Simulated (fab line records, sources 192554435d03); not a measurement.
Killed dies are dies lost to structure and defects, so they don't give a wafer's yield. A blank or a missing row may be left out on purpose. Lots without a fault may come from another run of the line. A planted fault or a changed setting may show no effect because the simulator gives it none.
fab line records | flow n5_finfet
record lots=7 wafers=21
route steps=1938 shown ZERO_LAYER@6 WELL_APT@39 FIN_SAQP@125 FIN_CUT@155 SD_EPI_P@295 HKMG_FIN@386
start_h: hours from the record's first day to the start of the lot's first wafer shown | wait_h: hours since the lot's step before | " the same as in the row above | L1.1+2: a row that stands for several wafers | - no value, or no start given | * or withheld: withheld | < > ~ a bound
route shown NAME@n: a module of which the file shows steps, and the number in the route of the first | usual: mean/standard deviation of fault-free wafers | same: alike in all rows | chamber/n: place in a boat | sites: the reading at each site | _std_site: their standard deviation | _edge_site: outer sites' mean less inner sites' | radius_mm: how far each site lies from the wafer's centre | mask NAME#n: copy n | behind: the tool/chamber that last shaped the wafer | hold: why the lot was held/for how many hours/how that ended | device: the transistor (n, p or np) that didn't switch | end of line: the same wafers' tests at the end of the route | a step without rows: its recipe alone | killed: dies lost to structure and defects at the first sort, not the wafer's yield | map: a wafer's dies, x killed, . not, _ none there
set.NAME: the setting as run; set.NAME@STEP: as run at that earlier step | model.NAME: the simulator's own value behind a step, which no gauge read
lots whose settings were changed on purpose; a table a step, a row a wafer
## steps
# step N5_ZERO_LAYER_COAT_05
# recipe spin_rpm=1500 resist_thk_nm=1000
# columns lot.wafer tool chamber start_h wait_h set.spin_rpm model.coat_of_ZERO_LAYER_COAT_05.thk_nm
L074.2+4 litho_track-03 0 - - 1500 1005
L074.5 " 0 " " 1500 1003
L075.1 litho_track-03 0 - - 1500 1002
L075.2 " 0 " " 1500 1005
L075.5 " 0 " " 1500 1006
L079.1 litho_track-03 0 - - 1548 990.3
L079.2 " 0 " " 1548 988.3
L079.4 " 0 " " 1500 1006
L088.1+6 litho_track-02 0 - - 1346 1055
L088.2 " 0 " " 1500 995.5
L091.1 litho_track-01 0 - - 1500 997.6
L091.5 " 0 " " 1500 997.1
L091.6 " 0 " " 1500 996.7
L093.2 litho_track-01 0 - - 1500 1000
L093.3 " 0 " " 1500 1001
L093.5 " 0 " " 1500 999.1
L094.1 litho_track-01 0 - - 1643 961.7
L094.2+5 " 0 " " 1500 1003
# step N5_ZERO_LAYER_DEVELOP_10
# recipe develop_time_s=60 rinse_liquid=diw dry=air_spin dev_temp_c=21
# columns lot.wafer tool chamber start_h wait_h set.develop_time_s
L074.2+4+5 litho_track-01 0 - - 60
L075.1+2+5 litho_track-03 0 - - 60
L079.1+2+4 litho_track-02 0 - - 60
L088.1+2 litho_track-03 0 - - 51.02
L088.6 " 0 " " 60
L091.1+6 litho_track-03 0 - - 65.7
L091.5 " 0 " " 60
L093.2+5 litho_track-01 0 - - 60
L093.3 " 0 " " 51.39
L094.1+2 litho_track-01 0 - - 60
L094.5 " 0 " " 69.01
# step N5_ZERO_LAYER_HARDBAKE_23
# recipe temp_c=130 time_s=120
# step N5_ZERO_LAYER_ETCH_17
# recipe chemistry=CF4 target=SiO2 target_depth_a=120 time_s=13.3 ion_energy_ev=350 pressure_mtorr=40 source_w=450 bias_w=215 Ar_flow_sccm=100 cf4_flow_sccm=100
# step N5_ZERO_LAYER_ETCH_18
# recipe chemistry=HBr/Cl2 target=Si target_depth_a=1200 time_s=40 pressure_mtorr=10 icp_w=800 bias_w=75 HBr_flow_sccm=150 Cl2_flow_sccm=80
# step N5_ZERO_LAYER_STRIP_24
# recipe chemistry=O2 power_w=1000 temp_c=250 overash_fraction=0.3 pressure_mtorr=1000 o2_flow_sccm=6750
# usual strip_time_to_endpoint_s=43.84/0.099
# columns lot.wafer tool chamber start_h wait_h set.spin_rpm@ZERO_LAYER_COAT_05 strip_time_to_endpoint_s
L074.2 plasma_asher-02 0 13.02 0.1 1500 43.97
L074.4 " 0 " " 1500 43.99
L074.5 " 1 " " 1500 43.96
L075.1 plasma_asher-01 1 19.08 0.1 1500 43.88
L075.2 " 0 " " 1500 43.95
L075.5 " 1 " " 1500 44.02
L079.1 plasma_asher-01 1 43.04 0.1 1548 43.56
L079.2 " 0 " " 1548 43.50
L079.4 " 1 " " 1500 44.03
L088.1 plasma_asher-02 0 96.99 0.1 1346 45.51
L088.2 " 1 " " 1500 43.72
L088.6 " 0 " " 1346 45.49
L091.1 plasma_asher-02 1 114.98 0.1 1500 43.78
L091.5 " 0 " " 1500 43.76
L091.6 " 1 " " 1500 43.76
L093.2 plasma_asher-01 0 127.02 0.1 1500 43.88
L093.3 " 1 " " 1500 43.86
L093.5 " 1 " " 1500 43.84
L094.1 plasma_asher-02 0 133.20 0.2 1643 42.71
L094.2 " 1 " " 1500 43.94
L094.5 " 1 " " 1500 43.95
# step N5_WELL_APT_EXPOSE_22
# recipe mask_id=PWELL na=0.8 source_shape=conventional sigma_outer=0.8 polarization=unpolarized defocus_nm=0 target_cd_nm=200 dose_mj=23.2
# columns lot.wafer tool chamber start_h wait_h mask set.dose_mj
L074.2+4+5 krf_scanner-02 0 14.88 - PWELL#0 23.2
L075.1+2+5 krf_scanner-02 0 20.82 - PWELL#0 23.2
L079.1 krf_scanner-01 0 44.78 - PWELL#0 21.71
L079.2+4 " 0 " " PWELL#0 23.2
L088.1+2+6 krf_scanner-02 0 98.78 - PWELL#0 23.2
L091.1+5+6 krf_scanner-01 0 116.63 - PWELL#0 23.2
L093.2+3+5 krf_scanner-02 0 128.88 - PWELL#0 23.2
L094.1 krf_scanner-01 0 135.10 - PWELL#0 24.14
L094.2+5 " 0 " " PWELL#0 23.2
# step N5_WELL_APT_PEB_23
# recipe peb_temp_c=130 peb_time_s=90
# columns lot.wafer tool chamber start_h wait_h set.peb_time_s
L074.2+4+5 litho_track-02 0 14.94 0.0 90
L075.1+2+5 litho_track-05 0 20.88 0.1 90
L079.1 litho_track-04 0 44.83 0.1 70.96
L079.2+4 " 0 " " 90
L088.1+6 litho_track-04 0 98.83 0.1 107.7
L088.2 " 0 " " 90
L091.1+6 litho_track-02 0 116.69 0.1 90
L091.5 " 0 " " 80.27
L093.2 litho_track-04 0 128.93 0.0 74.25
L093.3+5 " 0 " " 90
L094.1+2+5 litho_track-05 0 135.16 0.1 90
# step N5_WELL_APT_DEVELOP_24
# recipe develop_time_s=45 rinse_liquid=surfactant_rinse dry=air_spin dev_temp_c=21
# step N5_WELL_APT_HARDBAKE_29
# recipe temp_c=130 time_s=120
# step N5_WELL_APT_CD_MEAS_25
# recipe target_cd_nm=200 landing_energy_ev=500 detector=se_inlens
# usual cd_nm=200.6/1.3
# columns lot.wafer tool chamber start_h wait_h set.dose_mj@WELL_APT_EXPOSE_22 set.peb_time_s@WELL_APT_PEB_23 cd_nm
L074.2 cd_sem-01 0 15.05 - 23.2 90 200.7
L074.4 " 0 " " 23.2 90 198.2
L074.5 " 0 " " 23.2 90 200.3
L075.1 cd_sem-03 0 21.00 - 23.2 90 199.8
L075.2 " 0 " " 23.2 90 199.8
L075.5 " 0 " " 23.2 90 199.2
L079.1 cd_sem-03 0 44.95 - 21.71 70.96 177.3
L079.2 " 0 " " 23.2 90 202.7
L079.4 " 0 " " 23.2 90 200.9
L088.1 cd_sem-02 0 98.95 - 23.2 107.7 208.9
L088.2 " 0 " " 23.2 90 201.7
L088.6 " 0 " " 23.2 107.7 208.1
L091.1 cd_sem-03 0 116.81 - 23.2 90 200.8
L091.5 " 0 " " 23.2 80.27 194.8
L091.6 " 0 " " 23.2 90 200.7
L093.2 cd_sem-02 0 129.05 - 23.2 74.25 193.4
L093.3 " 0 " " 23.2 90 202.3
L093.5 " 0 " " 23.2 90 202.9
L094.1 cd_sem-02 0 135.28 - 24.14 90 210.9
L094.2 " 0 " " 23.2 90 201.6
L094.5 " 0 " " 23.2 90 200.9
# step N5_WELL_APT_DESCUM_30
# recipe chemistry=O2 time_s=7.9 source_power_w=50 bias_power_w=20 pressure_mtorr=20 rf_frequency_hz=2.712e+07 temp_c=40 o2_flow_sccm=225
# columns lot.wafer tool chamber start_h wait_h set.dose_mj@WELL_APT_EXPOSE_22 set.peb_time_s@WELL_APT_PEB_23 model.WELL_APT.cd_nm
L074.2 rie_diel-03 3 15.15 0.0 23.2 90 200.8
L074.4 " 3 " " 23.2 90 198.6
L074.5 " 0 " " 23.2 90 200.6
L075.1 rie_diel-03 0 21.27 0.2 23.2 90 200
L075.2 " 3 " " 23.2 90 199.9
L075.5 " 2 " " 23.2 90 199
L079.1 rie_diel-01 3 45.04 0.0 21.71 70.96 177.8
L079.2 " 2 " " 23.2 90 202.6
L079.4 " 0 " " 23.2 90 200.8
L088.1 rie_diel-01 3 99.69 0.7 23.2 107.7 209
L088.2 " 2 " " 23.2 90 201.9
L088.6 " 3 " " 23.2 107.7 208
L091.1 rie_diel-05 2 117.62 0.8 23.2 90 200.9
L091.5 " 2 " " 23.2 80.27 194.8
L091.6 " 3 " " 23.2 90 200.6
L093.2 rie_diel-01 0 129.14 0.0 23.2 74.25 193.6
L093.3 " 1 " " 23.2 90 202.5
L093.5 " 0 " " 23.2 90 202.6
L094.1 rie_diel-05 1 135.36 0.0 24.14 90 210.9
L094.2 " 2 " " 23.2 90 201.9
L094.5 " 0 " " 23.2 90 201.3
# step N5_FIN_SAQP_SPACER1_ALD_24
# recipe material=SiO2 target_thk_a=203 temp_c=300 ald_precursor_family=BDEAS ald_co_reactant=O2-plasma pulse_time_s=1 purge_time_s=2 co_reactant_purge_time_s=2 ald_cycles=218 pressure_torr=2
# columns lot.wafer tool chamber start_h wait_h set.ald_cycles model.SiO2_of_FIN_SAQP_SPACER1_ALD_24.thk_nm
L074.2 ald_sin-03 0 23.12 0.3 218 20.2
L074.4 " 3 " " 192 17.8
L074.5 " 3 " " 192 17.6
L075.1+2+5 ald_sin-04 0,2,1 28.62 0.3 218 20.4
L079.1 ald_sin-03 3 52.84 0.7 243 22.6
L079.2 " 1 " " 218 20.4
L079.4 " 0 " " 243 22.8
L088.1+2 ald_sin-02 1,0 107.95 0.7 236 22
L088.6 " 0 " " 218 20.4
L091.1 ald_sin-03 1 126.12 0.3 218 20.4
L091.5+6 " 2,3 " " 228 21.2
L093.2+3 ald_sin-03 3,0 136.69 0.3 218 20.2
L093.5 " 0 " " 205 19
L094.1+2+5 ald_sin-02 3,0,2 145.58 1.7 218 20.4
# step N5_FIN_SAQP_SPACER1_ETCHBACK_25
# recipe chemistry=CHF3/O2 mode=anisotropic_etchback target=SiO2 target_depth_a=244 time_s=12.2 pressure_mtorr=30 source_w=650 bias_w=170 Ar_flow_sccm=200 CHF3_flow_sccm=50 O2_flow_sccm=5 ion_energy_ev=200
# step N5_FIN_SAQP_MANDREL1_REMOVE_56
# recipe chemistry=HBr/Cl2/O2 bt_time_s=10 target=a-Si stop_on=SiNx endpoint=OES-SiCl over_etch_frac=1 icp_w=600 bias_w=22 HBr_flow_sccm=150 Cl2_flow_sccm=80 O2_flow_sccm=5 pressure_mtorr=10
# columns lot.wafer tool chamber start_h wait_h set.ald_cycles@FIN_SAQP_SPACER1_ALD_24 model.FIN_SAQP.cd_nm
L074.2 rie_si-04 0 23.97 0.1 218 20
L074.4 " 3 " " 192 17.8
L074.5 " 3 " " 192 17.6
L075.1+2 rie_si-05 3,1 29.48 0.1 218 20.4
L075.5 " 3 " " 218 20.2
L079.1+4 rie_si-06 1,3 53.83 0.1 243 22.8
L079.2 " 2 " " 218 20.2
L088.1 rie_si-05 2 108.78 0.1 236 22.2
L088.2 " 3 " " 236 22
L088.6 " 3 " " 218 20.2
L091.1 rie_si-04 1 126.92 0.1 218 20.4
L091.5+6 " 0,1 " " 228 21.2
L093.2+3 rie_si-05 2,1 137.49 0.1 218 20.2
L093.5 " 3 " " 205 19.2
L094.1+5 rie_si-05 2 146.38 0.1 218 20.4
L094.2 " 1 " " 218 20.2
# step N5_FIN_SAQP_CD_MEAS_27
# recipe target_cd_nm=20 landing_energy_ev=1000 detector=se_inlens polarity=line
# usual cd_nm=20.31/0.23
# columns lot.wafer tool chamber start_h wait_h set.ald_cycles@FIN_SAQP_SPACER1_ALD_24 cd_nm
L074.2 cd_sem-01 0 24.09 0.1 218 20.45
L074.4 " 0 " " 192 17.81
L074.5 " 0 " " 192 17.89
L075.1 cd_sem-02 0 29.59 0.1 218 20.10
L075.2 " 0 " " 218 20.70
L075.5 " 0 " " 218 20.51
L079.1 cd_sem-03 0 53.94 0.1 243 22.87
L079.2 " 0 " " 218 20.09
L079.4 " 0 " " 243 22.21
L088.1 cd_sem-02 0 108.89 0.1 236 22.13
L088.2 " 0 " " 236 21.72
L088.6 " 0 " " 218 19.97
L091.1 cd_sem-03 0 127.03 0.1 218 20.44
L091.5 " 0 " " 228 21.13
L091.6 " 0 " " 228 21.45
L093.2 cd_sem-02 0 137.60 0.1 218 20.12
L093.3 " 0 " " 218 19.94
L093.5 " 0 " " 205 19.26
L094.1 cd_sem-02 0 146.49 0.1 218 20.46
L094.2 " 0 " " 218 20.45
L094.5 " 0 " " 218 20.45
# step N5_FIN_CUT_COAT_19
# recipe resist=SiARC temp_c=220 time_s=60 spin_rpm=1500 resist_thk_nm=20
# columns lot.wafer tool chamber start_h wait_h set.spin_rpm model.SiARC_of_FIN_CUT_COAT_19.thk_nm
L074.2+5 litho_track-05 0 - - 1500 20
L074.4 " 0 " " 1625 19.2
L075.1+2+5 litho_track-04 0 - - 1500 20
L079.1+2+4 litho_track-04 0 - - 1604 19.4
L088.1+2+6 litho_track-05 0 - - 1500 20
L091.1+5 litho_track-01 0 - - 1663 19
L091.6 " 0 " " 1500 20
L093.2+3+5 litho_track-01 0 - - 1598 19.4
L094.1+2+5 litho_track-01 0 - - 1500 20
# step N5_FIN_CUT_COAT_29
# recipe resist=underlayer temp_c=205 time_s=60 spin_rpm=1500 resist_thk_nm=10
# step N5_FIN_CUT_COAT_02
# recipe resist=CAR-EUV spin_rpm=1500 resist_thk_nm=30
# step N5_FIN_CUT_DESCUM_13
# recipe chemistry=O2 time_s=7 source_power_w=50 bias_power_w=20 pressure_mtorr=20 rf_frequency_hz=2.712e+07 temp_c=40 resist=CAR-EUV o2_flow_sccm=225
# step N5_FIN_CUT_ETCH_30
# recipe chemistry=N2/H2 target=underlayer target_depth_a=130 mask_material=CAR-EUV time_s=10.4 ion_energy_ev=200 pressure_mtorr=30 source_w=840 bias_w=150 n2_flow_sccm=200 h2_flow_sccm=200 ends=cleared
# step N5_FIN_CUT_ETCH_20
# recipe chemistry=CF4 target=SiARC target_depth_a=260 mask_material=CAR-EUV time_s=43.3 ion_energy_ev=80 pressure_mtorr=40 source_w=545 bias_w=36 Ar_flow_sccm=100 cf4_flow_sccm=100 ends=cleared
# usual etch_rf_on_time_s=43.3/0.74
# columns lot.wafer tool chamber start_h wait_h set.spin_rpm@FIN_CUT_COAT_19 etch_rf_on_time_s model.etch.depth_nm
L074.2 rie_diel-02 0 27.13 0.0 1500 43.8 19.98
L074.4 " 3 " " 1625 42.5 19.18
L074.5 " 3 " " 1500 44.0 19.97
L075.1 rie_diel-04 1 32.52 0.0 1500 43.9 20.07
L075.2 " 2 " " 1500 43.3 20.07
L075.5 " 0 " " 1500 42.7 20.03
L079.1 rie_diel-04 3 56.65 0.0 1604 41.1 19.35
L079.2 " 0 " " 1604 41.3 19.3
L079.4 " 0 " " 1604 41.3 19.35
L088.1 rie_diel-06 1 112.80 0.0 1500 43.7 19.96
L088.2 " 2 " " 1500 42.8 19.99
L088.6 " 1 " " 1500 43.7 19.99
L091.1 rie_diel-02 2 130.79 0.0 1663 40.9 19.02
L091.5 " 2 " " 1663 40.9 19.01
L091.6 " 3 " " 1500 44.1 20.01
L093.2 rie_diel-02 1 140.72 0.0 1598 42.3 19.34
L093.3 " 2 " " 1598 42.6 19.34
L093.5 " 1 " " 1598 42.5 19.33
L094.1 rie_diel-06 3 149.38 0.0 1500 44.0 20
L094.2 " 2 " " 1500 43.0 20.01
L094.5 " 3 " " 1500 44.3 20.02
# step N5_FIN_CUT_ETCH_21
# recipe chemistry=N2/H2 target=SOC target_depth_a=2190 overetch_a=438 mask_material=SiARC temp_c=40 ion_energy_ev=100 bias_w=61 time_s=523.5 pressure_mtorr=30 source_w=850 n2_flow_sccm=200 h2_flow_sccm=200
# columns lot.wafer tool chamber start_h wait_h set.spin_rpm@FIN_CUT_COAT_19 model.SiARC_of_FIN_CUT_COAT_19.thk_nm
L074.2 rie_diel-02 0 27.17 0.0 1500 12
L074.4 " 3 " " 1625 11.4
L074.5 " 3 " " 1500 12.2
L075.1+2 rie_diel-04 1,2 32.55 0.0 1500 12
L075.5 " 0 " " 1500 11.8
L079.1+4 rie_diel-04 3,0 56.69 0.0 1604 11.2
L079.2 " 0 " " 1604 11
L088.1+2 rie_diel-06 1,2 112.84 0.0 1500 11.8
L088.6 " 1 " " 1500 12
L091.1 rie_diel-02 2 130.83 0.0 1663 11
L091.5 " 2 " " 1663 10.8
L091.6 " 3 " " 1500 12.2
L093.2+5 rie_diel-02 1 140.76 0.0 1598 11.2
L093.3 " 2 " " 1598 11.4
L094.1 rie_diel-06 3 149.41 0.0 1500 12.2
L094.2 " 2 " " 1500 11.8
L094.5 " 3 " " 1500 12
# step N5_SD_EPI_P_COAT_34
# recipe resist=SOC temp_c=250 time_s=60 spin_rpm=1500 resist_thk_nm=350
# columns lot.wafer tool chamber start_h wait_h set.spin_rpm model.SOC_of_SD_EPI_P_COAT_34.thk_nm
L074.2 litho_track-03 0 52.79 0.0 1500 351.2
L074.4+5 " 0 " " 1500 351.4
L075.1 litho_track-05 0 58.32 0.0 1500 347.8
L075.2 " 0 " " 1500 348.2
L075.5 " 0 " " 1500 349.4
L079.1 litho_track-05 0 82.38 0.0 1500 350.8
L079.2+4 " 0 " " 1500 349.4
L088.1 litho_track-03 0 139.43 0.0 1593 339.4
L088.2 " 0 " " 1500 350.2
L088.6 " 0 " " 1593 338.8
L091.1 litho_track-03 0 158.48 0.0 1500 350.2
L091.5 " 0 " " 1500 350.4
L091.6 " 0 " " 1647 334
L093.2 litho_track-03 0 168.09 0.0 1425 359.4
L093.3+5 " 0 " " 1500 349.6
L094.1 litho_track-03 0 177.27 0.0 1500 351
L094.2 " 0 " " 1628 336
L094.5 " 0 " " 1628 336.2
# step N5_HKMG_FIN_HK_ALD_01
# recipe material=HfO2 target_thk_a=16 temp_c=withheld ald_precursor_family=HfCl4 ald_co_reactant=H2O pulse_time_s=3 purge_time_s=3 co_reactant_purge_time_s=2.5 co_reactant_pulse_time_s=0.3 ald_cycles=30
# columns lot.wafer tool chamber start_h wait_h set.ald_cycles
L074.2+4+5 ald_hk-03 0,2,2 69.78 0.0 30
L075.1+2+5 ald_hk-01 2,1,3 74.95 0.0 30
L079.1+2+4 ald_hk-03 0,2,3 102.43 0.0 30
L088.1+2 ald_hk-02 2,3 158.02 0.0 30
L088.6 " 1 " " 26
L091.1 ald_hk-03 2 175.20 0.0 32
L091.5+6 " 2,1 " " 30
L093.2+3+5 ald_hk-01 0,2,0 187.28 0.0 30
L094.1+2 ald_hk-01 1,2 194.79 0.0 25
L094.5 " 1 " " 30
# step N5_HKMG_FIN_HK_ANNEAL_02
# recipe temp_c=700 time_s=30 ambient=N2 idle_temp_c=600 ramp_up_c_per_s=150 ramp_down_c_per_s=60 cool_to_c=600
# step N5_HKMG_FIN_ALD_74
# recipe material=La2O3 target_thk_a=5 temp_c=250 ald_precursor_family=La-Cp ald_co_reactant=O3 pulse_time_s=6 co_reactant_pulse_time_s=1 purge_time_s=3 co_reactant_purge_time_s=3
# step N5_HKMG_FIN_WET_ETCH_82
# recipe chemistry=dHCl mix=1:10000 temp_c=25 target=La2O3 stop_on=HfO2 target_depth_nm=2 dry=ipa_marangoni rinse_time_s=30 rinse_temp_c=23
# step N5_HKMG_FIN_ALD_36
# recipe material=TiN target_thk_a=10 temp_c=400 ald_precursor_family=TiCl4 ald_co_reactant=NH3 pulse_time_s=1 purge_time_s=3 co_reactant_purge_time_s=2 co_reactant_pulse_time_s=2 ald_cycles=47 pressure_torr=3
# step N5_HKMG_FIN_THK_MEAS_70
# recipe thk_meas_gauge=xrf reads=HfO2_of_HKMG_FIN_HK_ALD_01
# usual HK_THK=1.618/0.022
# columns lot.wafer tool chamber start_h wait_h set.ald_cycles@HKMG_FIN_HK_ALD_01 HK_THK[nm]
L074.2 film_metro-01 - 73.22 0.2 30 1.596
L074.4 " - " " 30 1.589
L074.5 " - " " 30 1.614
L075.1 film_metro-02 - 78.70 0.2 30 1.635
L075.2 " - " " 30 1.611
L075.5 " - " " 30 1.652
L079.1 film_metro-01 - 106.01 0.2 30 1.602
L079.2 " - " " 30 1.618
L079.4 " - " " 30 1.600
L088.1 film_metro-02 - 161.36 0.2 30 1.624
L088.2 " - " " 30 1.631
L088.6 " - " " 26 1.386
L091.1 film_metro-02 - 178.80 0.2 32 1.723
L091.5 " - " " 30 1.631
L091.6 " - " " 30 1.664
L093.2 film_metro-02 - 191.07 0.2 30 1.643
L093.3 " - " " 30 1.630
L093.5 " - " " 30 1.616
L094.1 film_metro-02 - 198.38 0.2 25 1.379
L094.2 " - " " 25 1.353
L094.5 " - " " 30 1.643
# step N5_HKMG_FIN_ETCH_67
# recipe chemistry=N2/H2 target=SOC target_depth_a=3889 stop_on=TiN ion_energy_ev=100 bias_w=61 pressure_mtorr=30 source_w=850 n2_flow_sccm=200 h2_flow_sccm=200
# columns lot.wafer tool chamber start_h wait_h set.target_depth_a model.SOC_of_HKMG_FIN_COAT_66.thk_nm
L074.2 rie_diel-05 0 76.70 - 3889 23.4
L074.4 " 2 " " 4140 8.2
L074.5 " 3 " " 3889 24.8
L075.1 rie_diel-03 2 82.06 - 3889 23.8
L075.2 " 1 " " 3889 16.4
L075.5 " 3 " " 3889 16.2
L079.1 rie_diel-05 1 110.18 - 3625 36
L079.2 " 0 " " 3889 19.8
L079.4 " 3 " " 3625 42.8
L088.1 rie_diel-01 3 164.92 - 3714 33.4
L088.2 " 2 " " 3714 28.4
L088.6 " 1 " " 3889 26.2
L091.1 rie_diel-01 1 182.25 - 3889 24.4
L091.5 " 2 " " 4031 8.2
L091.6 " 3 " " 4031 9.2
L093.2 rie_diel-01 2 194.45 - 3718 25.8
L093.3 " 1 " " 3889 24.8
L093.5 " 3 " " 3889 23
L094.1 rie_diel-03 2 201.86 - 3889 23.4
L094.2 " 0 " " 3425 51.6
L094.5 " 0 " " 3889 17.6
## key
split step=N5_ZERO_LAYER_COAT_05 setting=spin_rpm stated=1500 by=wafer
response step=N5_ZERO_LAYER_COAT_05 reading=model.coat_of_ZERO_LAYER_COAT_05.thk_nm change=-5.13 per=1% r=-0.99
response step=N5_ZERO_LAYER_STRIP_24 reading=strip_time_to_endpoint_s change=* per=1% r=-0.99
split step=N5_ZERO_LAYER_DEVELOP_10 setting=develop_time_s stated=60 by=wafer
response none clear
split step=N5_WELL_APT_EXPOSE_22 setting=dose_mj stated=23.2 by=wafer
response step=N5_WELL_APT_CD_MEAS_25 reading=cd_nm change=+3.41 per=1% r=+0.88
response step=N5_WELL_APT_DESCUM_30 reading=model.WELL_APT.cd_nm change=+3.31 per=1% r=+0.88
split step=N5_WELL_APT_PEB_23 setting=peb_time_s stated=90 by=wafer
response step=N5_WELL_APT_CD_MEAS_25 reading=cd_nm slope=+0.441 per=1% together_with=dose_mj@WELL_APT_EXPOSE_22 explained=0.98
response step=N5_WELL_APT_DESCUM_30 reading=model.WELL_APT.cd_nm slope=+0.433 per=1% together_with=dose_mj@WELL_APT_EXPOSE_22 explained=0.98
split step=N5_FIN_SAQP_SPACER1_ALD_24 setting=ald_cycles stated=218 by=wafer
response step=N5_FIN_SAQP_SPACER1_ALD_24 reading=model.SiO2_of_FIN_SAQP_SPACER1_ALD_24.thk_nm change=+0.201 per=1% r=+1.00
response step=N5_FIN_SAQP_MANDREL1_REMOVE_56 reading=model.FIN_SAQP.cd_nm change=+0.207 per=1% r=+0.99
response step=N5_FIN_SAQP_CD_MEAS_27 reading=cd_nm change=+0.21 per=1% r=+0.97
split step=N5_FIN_CUT_COAT_19 setting=spin_rpm stated=1500 by=wafer
response step=N5_FIN_CUT_COAT_19 reading=model.SiARC_of_FIN_CUT_COAT_19.thk_nm change=-0.0935 per=1% r=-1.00
response step=N5_FIN_CUT_ETCH_20 reading=etch_rf_on_time_s change=* per=1% r=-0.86
response step=N5_FIN_CUT_ETCH_20 reading=model.etch.depth_nm change=-0.0932 per=1% r=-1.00
response step=N5_FIN_CUT_ETCH_21 reading=model.SiARC_of_FIN_CUT_COAT_19.thk_nm change=-0.106 per=1% r=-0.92
split step=N5_SD_EPI_P_COAT_34 setting=spin_rpm stated=1500 by=wafer
response step=N5_SD_EPI_P_COAT_34 reading=model.SOC_of_SD_EPI_P_COAT_34.thk_nm change=-1.74 per=1% r=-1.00
split step=N5_HKMG_FIN_HK_ALD_01 setting=ald_cycles stated=30 by=wafer
response step=N5_HKMG_FIN_THK_MEAS_70 reading=HK_THK change=+0.0167 per=1% r=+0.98
split step=N5_HKMG_FIN_ETCH_67 setting=target_depth_a stated=3889 by=wafer
response step=N5_HKMG_FIN_ETCH_67 reading=model.SOC_of_HKMG_FIN_COAT_66.thk_nm change=-2.45 per=1% r=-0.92
